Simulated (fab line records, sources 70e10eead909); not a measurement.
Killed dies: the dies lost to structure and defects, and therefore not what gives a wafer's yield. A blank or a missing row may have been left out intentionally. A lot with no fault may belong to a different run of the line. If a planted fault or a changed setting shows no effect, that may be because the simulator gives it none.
fab line records | flow nand_harc
record: lots: 11 | wafers: 33 | last_day: 33
route steps=1302 shown P_M0@265 P_M1@297 END@1302
lots with no fault: from the same line, run without faults
start_h: start of the lot's first displayed wafer, in hours after the record's first day | wait_h: how many hours have passed since the lot's step before this one | " identical to the entry in the row above | L1.1+2: one row covering several wafers at once | - either no value or no given start | * or withheld: withheld | < > ~ a bound
route shown NAME@n: names a module that has steps shown in the file, with the first one's number in the route | usual: the fault-free wafers' mean and standard deviation | same: alike in all rows | chamber/n: place in a boat | sites: each site's reading | _std_site: the standard deviation of these | _edge_site: inner sites' mean taken away from outer sites' mean | radius_mm: for every site, how far away it sits from the centre of the wafer | mask NAME#n: copy n | behind: tool/chamber where the wafer was last shaped | hold: the reason the lot was held/the length of the hold in hours/how it ended | device: the transistor (n, p or np) that didn't switch | end of line: the same wafers' tests at the end of the route | for a step that has no rows: nothing shown but its recipe | killed: dies lost to structure and defects at the first sort, not the wafer's yield | map: per-die view of a wafer (x killed, . not killed, _ where there is no die)
set.NAME: the setting the step ran with; set.NAME@STEP: the setting that earlier step ran with | model.NAME: the simulator's own value behind a step, which no gauge read
route steps across a sampled set of lots; one table per step, one row per wafer
services: when a tool's chamber went out of use (start_h, in hours from the record's first day, below 0 if earlier), for how many hours, and the reason
== steps ==
step: NHARC_P_M0_INSPECT_11
usual: raw_defect_count: 3.9/2.1
lot.wafer | tool              | chamber | start_h | wait_h | raw_defect_count
L806.2    | defect_inspect-01 | -       | 145.59  | 0.0    | 3
L806.3    | "                 | -       | "       | "      | 10
L806.6    | "                 | -       | "       | "      | 5
L808.3    | defect_inspect-02 | -       | 160.70  | 0.0    | 4
L808.4    | "                 | -       | "       | "      | 1
L808.6    | "                 | -       | "       | "      | 6
L810.3    | defect_inspect-01 | -       | 181.50  | 0.0    | 3
L810.4    | "                 | -       | "       | "      | 5
L810.5    | "                 | -       | "       | "      | 8
L811.2    | defect_inspect-02 | -       | 191.61  | 0.0    | 5
L811.3    | "                 | -       | "       | "      | 4
L811.5    | "                 | -       | "       | "      | 4
L814.1    | defect_inspect-01 | -       | 219.05  | 0.0    | 6
L814.3    | "                 | -       | "       | "      | 6
L814.6    | "                 | -       | "       | "      | 3
L819.1    | defect_inspect-01 | -       | 266.18  | 0.0    | 0
L819.3    | "                 | -       | "       | "      | 1
L819.6    | "                 | -       | "       | "      | 2
L821.2    | defect_inspect-02 | -       | 292.19  | 0.0    | 3
L821.3    | "                 | -       | "       | "      | 2
L821.5    | "                 | -       | "       | "      | 2
L822.1    | defect_inspect-02 | -       | 304.35  | 0.0    | 3
L822.2    | "                 | -       | "       | "      | 5
L822.4    | "                 | -       | "       | "      | 2
L824.2    | defect_inspect-02 | -       | 322.78  | 0.0    | 3
L824.4    | "                 | -       | "       | "      | 2
L824.6    | "                 | -       | "       | "      | 3
L826.4    | defect_inspect-01 | -       | 342.91  | 0.0    | 5
L826.5    | "                 | -       | "       | "      | 2
L826.6    | "                 | -       | "       | "      | 4
L827.2    | defect_inspect-02 | -       | 349.62  | 0.0    | 3
L827.3    | "                 | -       | "       | "      | 3
L827.4    | "                 | -       | "       | "      | 4
step: NHARC_P_M0_DESCUM_14
recipe: time_s: 3 | o2_flow_sccm: 200 | ar_flow_sccm: 0 | bias_power_w: 0 | chemistry: O2
usual: chamber_pressure_mTorr: 60.00/0.052 | drypump_motor_current_A: 5.7/0.43 | mfc_ar_sccm: 0.006/0.0082 | oes_product_au: 0.998/0.0094 | rf_vpp_V: 57.8/1 | showerhead_plenum_p_Torr: 1.90/0.1 | throttle_valve_pct: 11.311/0.0099
lot.wafer | tool        | chamber | start_h | wait_h | chamber_pressure_mTorr | drypump_motor_current_A | mfc_ar_sccm | oes_product_au | rf_hours_counter_h | rf_vpp_V | showerhead_plenum_p_Torr | throttle_valve_pct
L806.2    | rie_diel-02 | 0       | 145.67  | 0.1    | 59.94                  | 6.7                     | 0           | 1.006          | 18                 | 57.7     | 2.07                     | 11.304
L806.3    | "           | 1       | "       | "      | 60.09                  | 6.3                     | 0.034       | 0.985          | 31                 | 57.2     | 1.98                     | 11.306
L806.6    | "           | 2       | "       | "      | 59.99                  | 5.7                     | 0.020       | 0.984          | -                  | 58.2     | 1.98                     | 11.320
L808.4    | rie_diel-09 | 1       | 160.77  | 0.1    | 60.02                  | 6.2                     | 0           | 0.977          | 6                  | 59.3     | 1.92                     | 11.284
L808.3    | "           | 2       | "       | "      | 59.99                  | 5.0                     | 0           | 0.982          | 6                  | 57.6     | 1.80                     | 11.319
L808.6    | "           | 1       | "       | "      | 59.98                  | 6.2                     | 0           | 0.995          | -                  | 56.9     | 1.92                     | 11.310
L810.3    | rie_diel-11 | 3       | 181.56  | 0.1    | 59.97                  | 5.8                     | 0           | 1.009          | 17                 | 56.4     | 1.78                     | 11.319
L810.4    | "           | 2       | "       | "      | 60.04                  | 5.7                     | 0.003       | 0.983          | 17                 | 57.8     | 1.99                     | 11.306
L810.5    | "           | 0       | "       | "      | 59.87                  | 5.5                     | 0.008       | 1.000          | -                  | 60.2     | 1.98                     | 11.307
L811.3    | rie_diel-11 | 2       | 191.68  | 0.1    | 59.94                  | 5.6                     | 0.003       | 0.982          | 18                 | 59.2     | 1.99                     | 11.317
L811.2    | "           | 3       | "       | "      | 60.17                  | 5.7                     | 0           | 0.998          | 19                 | 57.3     | 1.78                     | 11.313
L811.5    | "           | 2       | "       | "      | 59.93                  | 5.7                     | 0.003       | 1.000          | -                  | 57.6     | 1.99                     | 11.306
L814.3    | rie_diel-11 | 3       | 219.12  | 0.1    | 60.03                  | 5.8                     | 0           | 1.007          | 23                 | 57.5     | 1.78                     | 11.330
L814.1    | "           | 0       | "       | "      | 59.93                  | 5.5                     | 0.008       | 1.004          | 24                 | 59.1     | 1.98                     | 11.321
L814.6    | "           | 0       | "       | "      | 60.01                  | 5.5                     | 0.008       | 1.001          | -                  | 57.7     | 1.98                     | 11.305
L819.3    | rie_diel-02 | 0       | 266.28  | 0.1    | 59.98                  | 6.7                     | 0           | 1.009          | 11                 | 57.2     | 2.06                     | 11.289
L819.1    | "           | 1       | "       | "      | 59.94                  | 6.3                     | 0.034       | 1.006          | 11                 | 57.0     | 1.97                     | 11.310
L819.6    | "           | 3       | "       | "      | 60.01                  | 4.9                     | 0           | 0.996          | -                  | 56.6     | 1.84                     | 11.314
L821.3    | rie_diel-11 | 3       | 292.26  | 0.1    | 59.97                  | 5.7                     | 0           | 1.007          | 7                  | 58.6     | 1.77                     | 11.312
L821.2    | "           | 0       | "       | "      | 59.98                  | 5.5                     | 0.008       | 1.001          | 6                  | 57.7     | 1.97                     | 11.310
L821.5    | "           | 3       | "       | "      | 59.97                  | 5.7                     | 0           | 1.025          | -                  | 57.5     | 1.77                     | 11.317
L822.1    | rie_diel-09 | 1       | 304.41  | 0.1    | 59.99                  | 6.2                     | 0           | 1.014          | 54                 | 59.1     | 1.90                     | 11.313
L822.4    | "           | 2       | "       | "      | 60.05                  | 5.0                     | 0           | 0.999          | 58                 | 56.9     | 1.78                     | 11.304
L822.2    | "           | 0       | "       | "      | 60.08                  | 6.1                     | 0.000       | 1.001          | 47                 | 58.9     | 2.04                     | 11.308
L824.2    | rie_diel-11 | 2       | 322.84  | 0.1    | 59.99                  | 5.7                     | 0.003       | 1.009          | 12                 | 58.7     | 1.98                     | 11.322
L824.4    | "           | 0       | "       | "      | 59.95                  | 5.5                     | 0.008       | 1.003          | 10                 | 58.7     | 1.97                     | 11.319
L824.6    | "           | 2       | "       | "      | 60.05                  | 5.7                     | 0.003       | 0.985          | -                  | 59.9     | 1.98                     | 11.323
L826.4    | rie_diel-11 | 3       | 342.99  | 0.1    | 60.02                  | 5.7                     | 0           | 1.018          | 14                 | 56.7     | 1.77                     | 11.326
L826.5    | "           | 1       | "       | "      | 60.02                  | 5.8                     | 0.007       | 0.996          | -                  | 55.8     | 1.76                     | 11.305
L826.6    | "           | 2       | "       | "      | 60.01                  | 5.7                     | 0.003       | 0.991          | -                  | 56.9     | 1.98                     | 11.298
L827.2    | rie_diel-11 | 0       | 349.68  | 0.1    | 60.01                  | 5.5                     | 0.008       | 1.001          | 14                 | 57.3     | 1.97                     | 11.302
L827.3    | "           | 1       | "       | "      | 60.05                  | 5.8                     | 0.007       | 1.000          | 15                 | 57.0     | 1.76                     | 11.313
L827.4    | "           | 3       | "       | "      | 60.05                  | 5.7                     | 0           | 1.014          | 15                 | 56.5     | 1.77                     | 11.302
step: NHARC_P_M0_STRIP_18
recipe: power_w: 1000 | n2_flow_sccm: 150 | h2_flow_sccm: 150 | ar_flow_sccm: 0 | bias_w: 0 | chemistry: N2/H2
usual: chamber_pressure_mTorr: 30.000/0.027 | drypump_motor_current_A: 5.6/0.52 | mfc_ar_sccm: 0.006/0.0081 | oes_product_au: 0.998/0.01 | rf_vpp_V: 90.5/1.1 | showerhead_plenum_p_Torr: 2.03/0.11 | throttle_valve_pct: 14.171/0.0083
lot.wafer | tool        | chamber | start_h | wait_h | chamber_pressure_mTorr | drypump_motor_current_A | mfc_ar_sccm | oes_product_au | rf_hours_counter_h | rf_vpp_V | showerhead_plenum_p_Torr | throttle_valve_pct
L806.3    | rie_diel-02 | 1       | 146.03  | 0.1    | 30.005                 | 6.3                     | 0.034       | 0.985          | 31                 | 91.3     | 2.11                     | 14.163
L806.2    | "           | 0       | "       | "      | 29.974                 | 6.7                     | 0           | 1.013          | 18                 | 93.0     | 2.21                     | 14.166
L806.6    | "           | 2       | "       | "      | 29.997                 | 5.7                     | 0.020       | 0.992          | -                  | 90.7     | 2.11                     | 14.171
L808.3    | rie_diel-09 | 0       | 161.16  | 0.1    | 29.987                 | 6.1                     | 0.000       | 0.985          | 6                  | 90.2     | 2.20                     | 14.166
L808.4    | "           | 2       | "       | "      | 30.008                 | 5.0                     | 0           | 0.983          | 6                  | 89.5     | 1.91                     | 14.188
L808.6    | "           | 0       | "       | "      | 29.967                 | 6.1                     | 0.000       | 0.998          | -                  | 92.9     | 2.20                     | 14.177
L810.3    | rie_diel-09 | 3       | 181.95  | 0.1    | 30.027                 | 4.7                     | 0.009       | 1.008          | 10                 | 91.2     | 2.08                     | 14.175
L810.4    | "           | 0       | "       | "      | 30.002                 | 6.2                     | 0.000       | 0.997          | 10                 | 91.2     | 2.19                     | 14.164
L810.5    | "           | 2       | "       | "      | 30.016                 | 5.0                     | 0           | 0.983          | -                  | 90.3     | 1.91                     | 14.172
L811.2    | rie_diel-11 | 3       | 192.09  | 0.1    | 29.968                 | 5.7                     | 0           | 0.993          | 19                 | 89.2     | 1.89                     | 14.167
L811.3    | "           | 0       | "       | "      | 29.998                 | 5.5                     | 0.008       | 0.989          | 19                 | 90.1     | 2.11                     | 14.181
L811.5    | "           | 1       | "       | "      | 30.047                 | 5.8                     | 0.007       | 0.982          | -                  | 91.0     | 1.88                     | 14.180
L814.1    | rie_diel-11 | 2       | 219.51  | 0.1    | 30.003                 | 5.7                     | 0.003       | 1.008          | 23                 | 92.1     | 2.12                     | 14.178
L814.3    | "           | 3       | "       | "      | 30.032                 | 5.7                     | 0           | 1.009          | 23                 | 89.7     | 1.89                     | 14.177
L814.6    | "           | 2       | "       | "      | 29.987                 | 5.7                     | 0.003       | 0.996          | -                  | 90.7     | 2.12                     | 14.170
L819.1    | rie_diel-11 | 2       | 266.89  | 0.1    | 29.983                 | 5.7                     | 0.003       | 0.996          | 1                  | 89.9     | 2.12                     | 14.164
L819.3    | "           | 0       | "       | "      | 29.953                 | 5.5                     | 0.008       | 1.012          | 1                  | 91.2     | 2.11                     | 14.162
L819.6    | "           | 2       | "       | "      | 29.972                 | 5.7                     | 0.003       | 1.004          | -                  | 90.1     | 2.12                     | 14.180
L821.2    | rie_diel-09 | 3       | 292.65  | 0.1    | 29.988                 | 4.7                     | 0.009       | 1.010          | 50                 | 90.7     | 2.06                     | 14.171
L821.3    | "           | 0       | "       | "      | 29.999                 | 6.1                     | 0.000       | 0.993          | 43                 | 90.9     | 2.18                     | 14.167
L821.5    | "           | 2       | "       | "      | 30.011                 | 5.0                     | 0           | 0.990          | -                  | 88.3     | 1.89                     | 14.160
L822.4    | rie_diel-02 | 2       | 304.81  | 0.1    | 30.021                 | 5.7                     | 0.020       | 1.002          | 27                 | 91.0     | 2.09                     | 14.165
L822.1    | "           | 3       | "       | "      | 29.997                 | 4.9                     | 0           | 0.996          | 24                 | 90.5     | 1.96                     | 14.173
L822.2    | "           | 0       | "       | "      | 30.041                 | 6.7                     | 0           | 0.998          | 23                 | 90.3     | 2.19                     | 14.180
L824.4    | rie_diel-11 | 0       | 323.21  | 0.1    | 30.014                 | 5.6                     | 0.008       | 1.000          | 10                 | 91.3     | 2.10                     | 14.180
L824.2    | "           | 1       | "       | "      | 29.996                 | 5.8                     | 0.007       | 0.999          | 10                 | 91.1     | 1.88                     | 14.170
L824.6    | "           | 1       | "       | "      | 29.977                 | 5.8                     | 0.007       | 0.991          | -                  | 88.8     | 1.88                     | 14.159
L826.4    | rie_diel-11 | 1       | 343.37  | 0.1    | 29.987                 | 5.8                     | 0.007       | 0.996          | 14                 | 90.5     | 1.88                     | 14.172
L826.5    | "           | 0       | "       | "      | 29.999                 | 5.5                     | 0.008       | 1.009          | -                  | 91.0     | 2.10                     | 14.156
L826.6    | "           | 1       | "       | "      | 30.021                 | 5.8                     | 0.007       | 1.003          | -                  | 89.0     | 1.88                     | 14.159
L827.2    | rie_diel-09 | 0       | 350.71  | 0.1    | 30.014                 | 6.2                     | 0.000       | 0.997          | 7                  | 90.0     | 2.18                     | 14.157
L827.4    | "           | 1       | "       | "      | 30.020                 | 6.2                     | 0           | 1.012          | 8                  | 92.1     | 2.02                     | 14.166
L827.3    | "           | 2       | "       | "      | 29.987                 | 5.0                     | 0           | 0.993          | 6                  | 89.9     | 1.89                     | 14.163
step: NHARC_P_M0_CMP_23
recipe: t_overpolish_s: 20 | target_thk_nm: 117.54
usual: motor_current_A: 11.5/1.3 | time_to_endpoint_s: 29.1/2.7
lot.wafer | tool   | chamber | start_h | wait_h | motor_current_A | time_to_endpoint_s
L806.3    | cmp-03 | 2       | 147.81  | -      | 12.8            | 31.6
L806.2    | "      | 1       | "       | "      | 12.9            | 30.4
L806.6    | "      | 3       | "       | "      | 10.8            | 25.4
L808.4    | cmp-01 | 2       | 162.76  | -      | 11.8            | 28.8
L808.3    | "      | 1       | "       | "      | 10.2            | 30.4
L808.6    | "      | 2       | "       | "      | 11.0            | 27.1
L810.4    | cmp-04 | 0       | 183.55  | -      | 11.5            | 33.6
L810.3    | "      | 3       | "       | "      | 10.3            | 28.4
L810.5    | "      | 1       | "       | "      | 11.8            | 31.1
L811.3    | cmp-03 | 2       | 193.66  | -      | 13.2            | 32.4
L811.2    | "      | 1       | "       | "      | 13.3            | 30.1
L811.5    | "      | 3       | "       | "      | 10.2            | 24.8
L814.1    | cmp-03 | 2       | 221.12  | -      | 13.1            | 32.1
L814.3    | "      | 3       | "       | "      | 10.3            | 24.8
L814.6    | "      | 2       | "       | "      | 13.6            | 31.0
L819.1    | cmp-03 | 2       | 268.54  | -      | 13.2            | 28.4
L819.3    | "      | 3       | "       | "      | 10.2            | 23.7
L819.6    | "      | 2       | "       | "      | 12.8            | 31.0
L821.3    | cmp-03 | 2       | 294.31  | -      | 12.7            | 30.3
L821.2    | "      | 3       | "       | "      | 10.1            | 25.1
L821.5    | "      | 0       | "       | "      | 12.2            | 32.5
L822.4    | cmp-04 | 3       | 306.42  | -      | 10.0            | 24.6
L822.1    | "      | 1       | "       | "      | 12.4            | 28.6
L822.2    | "      | 2       | "       | "      | 12.9            | 22.2
L824.2    | cmp-04 | 0       | 324.85  | -      | 11.8            | 28.7
L824.4    | "      | 2       | "       | "      | 12.8            | 25.8
L824.6    | "      | 1       | "       | "      | 12.5            | 29.0
L826.4    | cmp-03 | 2       | 345.02  | -      | 13.0            | 28.6
L826.6    | "      | 0       | "       | "      | 12.6            | 27.3
L826.5    | "      | 1       | "       | "      | 13.8            | 28.9
L827.4    | cmp-01 | 0       | 352.32  | -      | 9.1             | 29.5
L827.3    | "      | 2       | "       | "      | 10.9            | 27.6
L827.2    | "      | 3       | "       | "      | 10.3            | 26.8
step: NHARC_P_M0_INSPECT_27
usual: raw_defect_count: 280/95
lot.wafer | tool              | chamber | start_h | wait_h | raw_defect_count
L806.2    | defect_inspect-01 | -       | 148.28  | 0.0    | 133
L806.3    | "                 | -       | "       | "      | 172
L806.6    | "                 | -       | "       | "      | 159
L808.3    | defect_inspect-01 | -       | 163.24  | 0.0    | 232
L808.4    | "                 | -       | "       | "      | 351
L808.6    | "                 | -       | "       | "      | 276
L810.3    | defect_inspect-01 | -       | 184.04  | 0.0    | 255
L810.4    | "                 | -       | "       | "      | 220
L810.5    | "                 | -       | "       | "      | 340
L811.2    | defect_inspect-01 | -       | 194.13  | 0.0    | 270
L811.3    | "                 | -       | "       | "      | 326
L811.5    | "                 | -       | "       | "      | 197
L814.1    | defect_inspect-02 | -       | 221.59  | 0.0    | 141
L814.3    | "                 | -       | "       | "      | 293
L814.6    | "                 | -       | "       | "      | 186
L819.1    | defect_inspect-02 | -       | 268.98  | 0.0    | 665
L819.3    | "                 | -       | "       | "      | 666
L819.6    | "                 | -       | "       | "      | 517
L821.2    | defect_inspect-02 | -       | 294.74  | 0.1    | 698
L821.3    | "                 | -       | "       | "      | 507
L821.5    | "                 | -       | "       | "      | 522
L822.1    | defect_inspect-02 | -       | 306.89  | 0.0    | 232
L822.2    | "                 | -       | "       | "      | 341
L822.4    | "                 | -       | "       | "      | 274
L824.2    | defect_inspect-02 | -       | 325.31  | 0.0    | 357
L824.4    | "                 | -       | "       | "      | 452
L824.6    | "                 | -       | "       | "      | 518
L826.4    | defect_inspect-01 | -       | 345.44  | 0.0    | 159
L826.5    | "                 | -       | "       | "      | 263
L826.6    | "                 | -       | "       | "      | 256
L827.2    | defect_inspect-01 | -       | 352.79  | 0.0    | 361
L827.3    | "                 | -       | "       | "      | 455
L827.4    | "                 | -       | "       | "      | 456
step: NHARC_P_M1_INSPECT_11
usual: raw_defect_count: 4.0/2.2
lot.wafer | tool              | chamber | start_h | wait_h | raw_defect_count
L806.2    | defect_inspect-02 | -       | 149.68  | 0.0    | 1
L806.3    | "                 | -       | "       | "      | 9
L806.6    | "                 | -       | "       | "      | 6
L808.3    | defect_inspect-01 | -       | 164.77  | 0.0    | 3
L808.4    | "                 | -       | "       | "      | 2
L808.6    | "                 | -       | "       | "      | 2
L810.3    | defect_inspect-02 | -       | 185.45  | 0.0    | 2
L810.4    | "                 | -       | "       | "      | 5
L810.5    | "                 | -       | "       | "      | 7
L811.2    | defect_inspect-02 | -       | 195.66  | 0.0    | 8
L811.3    | "                 | -       | "       | "      | 3
L811.5    | "                 | -       | "       | "      | 4
L814.1    | defect_inspect-01 | -       | 223.04  | 0.0    | 6
L814.3    | "                 | -       | "       | "      | 8
L814.6    | "                 | -       | "       | "      | 4
L819.1    | defect_inspect-02 | -       | 270.53  | 0.0    | 294
L819.3    | "                 | -       | "       | "      | 287
L819.6    | "                 | -       | "       | "      | 294
L821.2    | defect_inspect-01 | -       | 296.13  | 0.0    | 281
L821.3    | "                 | -       | "       | "      | 269
L821.5    | "                 | -       | "       | "      | 278
L822.1    | defect_inspect-01 | -       | 308.41  | 0.0    | 1
L822.2    | "                 | -       | "       | "      | 2
L822.4    | "                 | -       | "       | "      | 2
L824.2    | defect_inspect-02 | -       | 326.83  | 0.0    | 2
L824.4    | "                 | -       | "       | "      | 3
L824.6    | "                 | -       | "       | "      | 3
L826.4    | defect_inspect-01 | -       | 346.83  | 0.0    | 5
L826.5    | "                 | -       | "       | "      | 4
L826.6    | "                 | -       | "       | "      | 2
L827.2    | defect_inspect-02 | -       | 354.31  | 0.0    | 0
L827.3    | "                 | -       | "       | "      | 3
L827.4    | "                 | -       | "       | "      | 6
step: NHARC_END_SORT_01
recipe: temp_c: 25
usual: defect_limited_yield: 91/3.4 | killed_at_array: 55/23 | killed_at_other: 1.0/1.2 | killed_at_periphery: 3.2/2.7 | killed_dies: 59/23 | killed_open: 3.1/1.6 | killed_short: 2.2/1.5
same: gross_dies: 677
lot.wafer | tool      | chamber | start_h | wait_h | defect_limited_yield[%] | killed_at_array | killed_at_other | killed_at_periphery | killed_dies | killed_open | killed_short
L819.1    | prober-01 | 0       | 694.75  | 2.5    | 60                      | 36              | 1               | 235                 | 272         | 4           | 1
L819.3    | prober-01 | 0       | 696.36  | 3.1    | 62                      | 39              | 2               | 217                 | 258         | 2           | 3
L819.6    | prober-01 | 0       | 698.77  | 4.0    | 61                      | 29              | 3               | 229                 | 261         | 2           | 1
L821.2    | prober-02 | 0       | 745.08  | 2.8    | 61                      | 49              | 0               | 213                 | 262         | 1           | 1
L821.3    | prober-02 | 0       | 745.88  | 3.1    | 65                      | 35              | 0               | 201                 | 236         | 1           | 1
L821.5    | prober-02 | 0       | 747.47  | 3.7    | 59                      | 46              | 0               | 231                 | 277         | 5           | 2
killed by level:class
L819.1 P_M0:unspecified=234 A_CHANNEL_HOLE_D2:chamber_film_flake=18 A_CHANNEL_HOLE_D1:chamber_film_flake=6 A_CHANNEL_FILL_D2:geometric_particle:open=2 A_SLIT:chamber_film_flake=2 A_WL_FILL:chamber_film_flake=2 A_ONON_D2:geometric_particle:short=1 A_SGD_CUT:geometric_particle:open=1
L819.3 P_M0:unspecified=216 A_CHANNEL_HOLE_D2:chamber_film_flake=11 A_CHANNEL_HOLE_D1:chamber_film_flake=8 A_SLIT:chamber_film_flake=5 A_CONTACT:chamber_film_flake=3 A_STAIRCASE:chamber_film_flake=3 A_WL_FILL:chamber_film_flake=2 A_DECK1_JOINT:chamber_film_flake=2
L819.6 P_M0:unspecified=228 A_CHANNEL_HOLE_D2:chamber_film_flake=11 A_M1:chamber_film_flake=3 A_CONTACT:chamber_film_flake=3 THIN_TSV:chamber_film_flake=3 A_CHANNEL_HOLE_D1:chamber_film_flake=2 A_CHANNEL_FILL_D2:chamber_film_flake=2 A_STAIRCASE:chamber_film_flake=2
L821.2 P_M0:unspecified=207 A_SLIT:chamber_film_flake=26 A_CHANNEL_HOLE_D1:chamber_film_flake=6 A_WL_FILL:chamber_film_flake=5 A_STAIRCASE:chamber_film_flake=4 A_BONDPAD:chamber_film_flake=4 P_BONDPAD:chamber_film_flake=3 A_CHANNEL_FILL_D1:geometric_particle:short=1
L821.3 P_M0:unspecified=193 A_SLIT:chamber_film_flake=18 A_CHANNEL_HOLE_D1:chamber_film_flake=8 P_BONDPAD:chamber_film_flake=4 P_M1:chamber_film_flake=3 A_STAIRCASE:chamber_film_flake=2 A_DECK1_JOINT:geometric_particle:open=1 A_M1:geometric_particle:short=1
L821.5 P_M0:unspecified=221 A_SLIT:chamber_film_flake=25 A_CHANNEL_HOLE_D1:chamber_film_flake=6 P_BONDPAD:chamber_film_flake=5 A_CHANNEL_FILL_D2:geometric_particle:open=3 A_DECK1_JOINT:chamber_film_flake=3 P_GATE:chamber_film_flake=2 A_CONTACT:chamber_film_flake=2
== services ==
tool        | chamber | start_h | hours | kind
cmp-01      | -       | 124.87  | 0.3   | repair
cmp-04      | -       | 136.42  | 0.9   | repair
cmp-04      | -       | 138.74  | 0.8   | repair
rie_diel-02 | -       | 139.34  | 0.2   | repair
cmp-04      | -       | 141.86  | 3.4   | repair
rie_diel-09 | -       | 143.17  | 9.0   | pm
cmp-03      | -       | 162.46  | 4.0   | pm
rie_diel-09 | 2       | 184.02  | 4.3   | repair
rie_diel-09 | 0       | 185.73  | 11.3  | repair
rie_diel-09 | 3       | 197.26  | 6.5   | repair
cmp-03      | -       | 201.07  | 0.5   | repair
cmp-04      | -       | 209.00  | 4.0   | pm
cmp-04      | -       | 216.17  | 2.2   | repair
rie_diel-02 | -       | 216.77  | 9.0   | pm
rie_diel-11 | 2       | 224.91  | 5.4   | repair
cmp-04      | -       | 233.67  | 1.8   | repair
rie_diel-02 | 0       | 238.23  | 3.5   | repair
rie_diel-11 | -       | 255.53  | 9.0   | pm
rie_diel-02 | -       | 256.07  | 1.0   | repair
cmp-03      | -       | 260.46  | 4.0   | pm
cmp-04      | -       | 274.30  | 2.7   | repair
rie_diel-11 | 3       | 300.67  | 3.9   | repair
cmp-04      | -       | 307.00  | 4.0   | pm
rie_diel-09 | -       | 320.17  | 9.0   | pm
== key ==
first_sign: step: NHARC_P_M0_INSPECT_27 | reading: raw_defect_count | direction: up | sigmas: 3.3 | usual: 280 | struck: 596
effect: step: NHARC_P_M1_INSPECT_11 | reading: raw_defect_count | direction: up | sigmas: 99+ | usual: 4.0 | struck: 283.8
effect: step: NHARC_END_SORT_01 | reading: killed_at_periphery | direction: up | sigmas: 82 | usual: 3.2 | struck: 221
more_kills_born_at: NHARC_P_M0_CMP_23@cmp-03: 1299
met_at NHARC_P_M0_CMP_23
struck_lots L819,L821
not_acting_at NHARC_P_M0_INSPECT_11,NHARC_P_M0_DESCUM_14,NHARC_P_M0_STRIP_18
onset_between 221.12 268.54
fault: kind: chamber_particle_source | tool: cmp-03 | chamber: - | onset_h: 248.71 | steps: NHARC_P_M0_CMP_23 | rate_per_visit_cm2: 0.43606 | end_h: 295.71
